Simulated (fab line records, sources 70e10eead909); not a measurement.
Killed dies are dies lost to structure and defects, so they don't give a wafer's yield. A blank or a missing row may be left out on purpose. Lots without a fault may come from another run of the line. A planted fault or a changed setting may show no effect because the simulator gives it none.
Which tool did it? | flow nand_harc | 11 lots, 33 wafers sampled, at 8 steps of a route of 1302

WHAT THE GAUGES READ, wafer by wafer
NHARC_P_STI_CD_MEAS_09: target cd 200 nm. Usual: cd_nm 200.6 nm, standard deviation 2.1.
lot  | measured     | on        | cd_nm (nm)        | flag
L789 | day 3 18:33  | cd_sem-01 | 199.5 202.4 205.3 |
L790 | day 4 02:11  | cd_sem-03 | 198.5 198.7 201.3 |
L791 | day 4 11:57  | cd_sem-02 | 198.1 200.0 204.6 |
L794 | day 5 17:10  | cd_sem-02 | 202.9 202.9 204.5 |
L798 | day 7 08:10  | cd_sem-02 | 200.3 200.7 202.4 |
L801 | day 8 15:03  | cd_sem-03 | 197.8 198.8 200.6 |
L804 | day 10 00:30 | cd_sem-01 | 205.2 200.5 197.6 |
L805 | day 10 06:08 | cd_sem-02 | 200.6 200.8 202.5 |
L806 | day 10 16:59 | cd_sem-02 | 204.7 203.5 203.1 |
L808 | day 11 11:58 | cd_sem-01 | 200.6 200.4 200.7 |
L810 | day 12 08:32 | cd_sem-02 | 198.0 198.4 202.8 |

NHARC_P_STI_INSPECT_25. Usual: raw_defect_count 203, standard deviation 67.
lot  | measured     | on                | raw_defect_count | flag
L789 | day 5 01:21  | defect_inspect-02 | 173 209 125      |
L790 | day 5 01:22  | defect_inspect-02 | 177 139 164      |
L791 | day 5 14:46  | defect_inspect-02 | 179 204 244      |
L794 | day 6 19:14  | defect_inspect-02 | 335 312 194      |
L798 | day 8 10:05  | defect_inspect-01 | 344 176 209      |
L801 | day 10 01:47 | defect_inspect-01 | 541 656 625      | OFF
L804 | day 11 04:43 | defect_inspect-01 | 538 531 608      | OFF
L805 | day 11 08:48 | defect_inspect-01 | 188 143 162      |
L806 | day 11 22:29 | defect_inspect-01 | 210 180 252      |
L808 | day 12 14:45 | defect_inspect-02 | 125 284 128      |
L810 | day 13 13:01 | defect_inspect-02 | 155 149 128      |

NHARC_P_GATE_INSPECT_28. Usual: raw_defect_count 5.7, standard deviation 2.8.
lot  | measured     | on                | raw_defect_count | flag
L789 | day 6 01:08  | defect_inspect-01 | 8 4 6            |
L790 | day 6 01:23  | defect_inspect-01 | 3 4 2            |
L791 | day 6 19:56  | defect_inspect-02 | 5 8 8            |
L794 | day 7 17:35  | defect_inspect-02 | 6 6 5            |
L798 | day 9 15:48  | defect_inspect-01 | 11 12 2          |
L801 | day 11 05:25 | defect_inspect-01 | 356 376 382      | OFF
L804 | day 12 06:43 | defect_inspect-01 | 384 355 434      | OFF
L805 | day 12 08:53 | defect_inspect-01 | 5 13 6           |
L806 | day 12 22:02 | defect_inspect-01 | 2 7 5            |
L808 | day 13 14:03 | defect_inspect-02 | 4 8 2            |
L810 | day 14 20:47 | defect_inspect-01 | 11 1 7           |

NHARC_P_GATE_INSPECT_68. Usual: raw_defect_count 188, standard deviation 70.
lot  | measured     | on                | raw_defect_count | flag
L789 | day 6 19:21  | defect_inspect-02 | 183 250 108      |
L790 | day 6 19:47  | defect_inspect-01 | 165 119 158      |
L791 | day 7 14:15  | defect_inspect-02 | 187 195 219      |
L794 | day 8 12:05  | defect_inspect-02 | 276 293 158      |
L798 | day 10 10:17 | defect_inspect-01 | 348 187 192      |
L801 | day 11 23:44 | defect_inspect-02 | 523 561 601      | OFF
L804 | day 13 01:07 | defect_inspect-02 | 511 491 575      | OFF
L805 | day 13 03:02 | defect_inspect-02 | 116 86 96        |
L806 | day 13 16:31 | defect_inspect-01 | 142 141 197      |
L808 | day 14 08:29 | defect_inspect-02 | 151 231 150      |
L810 | day 15 15:11 | defect_inspect-01 | 140 151 117      |

NHARC_END_SORT_01. Usual: killed_at_array 53, standard deviation 18; killed_at_other 1.0, standard deviation 1.2; killed_at_periphery 3.6, standard deviation 2.4; killed_dies 58, standard deviation 18; killed_open 3.4, standard deviation 1.8; killed_short 2.3, standard deviation 1.5.
lot  | measured     | on        | killed_at_array | killed_at_other | killed_at_periphery | killed_dies | killed_open | killed_short | flag
L791 | day 27 06:40 | prober-01 | 59 54 63        | 4 0 1           | 1 0 5               | 64 54 69    | 1 4 1       | 3 0 3        |
L801 | day 30 21:41 | prober-01 | 60 71 57        | 0 1 0           | 267 246 269         | 327 318 326 | 4 5 1       | 2 1 2        | OFF
L804 | day 31 12:59 | prober-02 | 27 33 22        | 0 1 1           | 267 260 303         | 294 294 326 | 4 0 2       | 1 1 0        | OFF
L805 | day 31 20:47 | prober-02 | 62 66 85        | 0 0 0           | 6 2 2               | 68 68 87    | 5 2 4       | 2 5 4        |

WHICH TOOL RAN EACH LOT (tool, then ch and the chambers of the sampled wafers, then the start)
lot  | NHARC_P_ZERO_WELL_DESCUM_54        | NHARC_P_ZERO_WELL_RTA_42         | NHARC_P_STI_CMP_21
L789 | rie_diel-13 ch 0,1, day 3 00:22    | rtp_anneal-02 ch 0, day 3 01:32  | cmp-04 ch 0,1,3, day 4 16:31
L790 | rie_diel-02 ch 0,2, day 3 09:04    | rtp_anneal-01 ch 0, day 3 10:16  | cmp-01 ch 0,1, day 4 19:59
L791 | rie_diel-12 ch 0,2,3, day 3 17:37  | rtp_anneal-02 ch 0, day 3 18:52  | cmp-01 ch 0,1, day 5 06:18
L794 | rie_diel-13 ch 1,2,3, day 5 00:31  | rtp_anneal-02 ch 0, day 5 01:29  | cmp-01 ch 0,1, day 6 11:28
L798 | rie_diel-13 ch 0,1,3, day 6 16:04  | rtp_anneal-02 ch 0, day 6 17:01  | cmp-02 ch 0,3, day 8 02:04
L801 | rie_diel-12 ch 0,1, day 7 22:11    | rtp_anneal-02 ch 0, day 7 23:16  | cmp-01 ch 1,2, day 9 18:02
L804 | rie_diel-13 ch 1,3, day 9 04:07    | rtp_anneal-02 ch 0, day 9 05:06  | cmp-01 ch 0,3, day 10 20:14
L805 | rie_diel-13 ch 1,2, day 9 13:50    | rtp_anneal-01 ch 0, day 9 14:50  | cmp-04 ch 1,2,3, day 11 01:01
L806 | rie_diel-02 ch 0,2, day 10 00:10   | rtp_anneal-01 ch 0, day 10 01:22 | cmp-02 ch 2,3, day 11 13:15
L808 | rie_diel-13 ch 0,2,3, day 10 20:05 | rtp_anneal-02 ch 0, day 10 21:41 | cmp-04 ch 1,2, day 12 06:22
L810 | rie_diel-02 ch 0,2,3, day 11 16:02 | rtp_anneal-02 ch 0, day 11 17:13 | cmp-01 ch 0,1,2, day 13 05:05
- NHARC_P_ZERO_WELL_DESCUM_54: chemistry O2, time 3 s.
- NHARC_P_ZERO_WELL_RTA_42: time 300 s.
- NHARC_P_STI_CMP_21: polishes, t overpolish 20 s, target thk 380.67 nm.

WHAT THE TOOLS THEMSELVES READ (means of the sampled wafers that have a number; where no wafer has one, the mark that the record gives instead)
NHARC_P_ZERO_WELL_DESCUM_54. Usual: drypump_motor_current_A 5.7 A, standard deviation 0.56; oes_product_au 0.999 a.u., standard deviation 0.01; rf_vpp_V 57.6 V, standard deviation 0.86; showerhead_plenum_p_Torr 1.88 Torr, standard deviation 0.079; throttle_valve_pct 11.311 %, standard deviation 0.0085.
lot  | tool        | drypump_motor_current_A (A) | oes_product_au (a.u.) | rf_vpp_V (V) | showerhead_plenum_p_Torr (Torr) | throttle_valve_pct (%) | flag
L789 | rie_diel-13 | 6.3                         | 1.019                 | 58.2         | 1.86                            | 11.304                 |
L790 | rie_diel-02 | 6.1                         | 0.997                 | 57.6         | 1.82                            | 11.313                 |
L791 | rie_diel-12 | 5.3                         | 0.998                 | 58.2         | 1.88                            | 11.311                 |
L794 | rie_diel-13 | 5.7                         | 1.012                 | 56.9         | 1.89                            | 11.312                 |
L798 | rie_diel-13 | 6.0                         | 1.004                 | 57.6         | 1.92                            | 11.311                 |
L801 | rie_diel-12 | 5.5                         | 0.982                 | 58.0         | 1.85                            | 11.308                 |
L804 | rie_diel-13 | 6.0                         | 1.002                 | 57.8         | 1.87                            | 11.308                 |
L805 | rie_diel-13 | 6.0                         | 1.004                 | 57.4         | 1.81                            | 11.305                 |
L806 | rie_diel-02 | 6.0                         | 0.999                 | 56.9         | 1.81                            | 11.306                 |
L808 | rie_diel-13 | 5.6                         | 0.998                 | 58.6         | 1.92                            | 11.312                 |
L810 | rie_diel-02 | 6.1                         | 1.002                 | 57.3         | 1.94                            | 11.312                 |

NHARC_P_ZERO_WELL_RTA_42. Usual: lamp_power_pct 45.9 %, standard deviation 1.5; lamp_zone_3_pct 45.9 %, standard deviation 1.5; lamp_zone_4_pct 45.9 %, standard deviation 1.5; lamp_zone_6_pct 45.8 %, standard deviation 1.5; wafer_temp_C_max 1104.2, standard deviation 1.8.
lot  | tool          | lamp_power_pct (%) | lamp_zone_3_pct (%) | lamp_zone_4_pct (%) | lamp_zone_6_pct (%) | wafer_temp_C_max | flag
L789 | rtp_anneal-02 | 46.8               | 46.9                | 46.9                | 46.8                | 1103.4           |
L790 | rtp_anneal-01 | 43.5               | 43.5                | 43.5                | 43.5                | 1106.1           |
L791 | rtp_anneal-02 | 46.8               | 46.9                | 46.9                | 46.8                | 1103.3           |
L794 | rtp_anneal-02 | 46.9               | 46.8                | 46.9                | 46.9                | 1103.7           |
L798 | rtp_anneal-02 | 46.8               | 46.8                | 46.8                | 46.7                | 1103.6           |
L801 | rtp_anneal-02 | 46.8               | 46.9                | 46.8                | 46.9                | 1102.7           |
L804 | rtp_anneal-02 | 46.9               | 46.8                | 46.8                | 46.8                | 1103.9           |
L805 | rtp_anneal-01 | 43.5               | 43.5                | 43.5                | 43.5                | 1106.0           |
L806 | rtp_anneal-01 | 43.6               | 43.6                | 43.6                | 43.5                | 1106.3           |
L808 | rtp_anneal-02 | 46.9               | 46.9                | 46.8                | 46.9                | 1102.9           |
L810 | rtp_anneal-02 | 46.9               | 46.8                | 46.9                | 46.8                | 1103.6           |

NHARC_P_STI_CMP_21. Usual: motor_current_A 12.1 A, standard deviation 1.3; overpolish_run_s 20.000 s, standard deviation 0.0089; pad_life_wafers 156, standard deviation 110.
lot  | tool   | motor_current_A (A) | overpolish_run_s (s) | pad_life_wafers | flag
L789 | cmp-04 | 11.6                | 20.000               | 236             |
L790 | cmp-01 | 13.6                | 19.995               | 0               |
L791 | cmp-01 | 14.2                | 19.996               | 49              |
L794 | cmp-01 | 14.0                | 20.005               | 158             |
L798 | cmp-02 | 12.0                | 20.001               | 122             |
L801 | cmp-01 | 13.5                | 19.998               | 60              |
L804 | cmp-01 | 12.0                | 19.991               | 200             |
L805 | cmp-04 | 11.9                | 19.992               | 98              |
L806 | cmp-02 | 11.6                | 20.003               | 54              |
L808 | cmp-04 | 12.0                | 20.007               | 181             |
L810 | cmp-01 | 13.1                | 20.008               | 26              |

THE ANSWER, worked out from the rows above alone
Rule: a lot is off if the mean of its wafers that have a number lies more than 3 standard deviations from the usual mean. A lot without any number at a reading at which 4 lots or more have one is off too. The other lots that the step has rows for count as sound. The gauges are gone through in route order, then the tools' own readings, and for those a lot's mean is taken as printed above. The first step at which some lot is off is used, and at that step the reading that is off furthest; a lot without a number counts as furthest.
Off: L801, L804, at NHARC_P_STI_INSPECT_25 (raw_defect_count).
A tool fits if, at a process step before that reading, it ran every lot that is off, and no sound lot after the first of them. The gauges at NHARC_P_STI_INSPECT_25 aren't tried: what is off there is off at NHARC_P_GATE_INSPECT_68 too, on other tools, and a gauge's error can't cause that. None of those tried fits.

WHAT THE SIMULATOR HAD PUT IN
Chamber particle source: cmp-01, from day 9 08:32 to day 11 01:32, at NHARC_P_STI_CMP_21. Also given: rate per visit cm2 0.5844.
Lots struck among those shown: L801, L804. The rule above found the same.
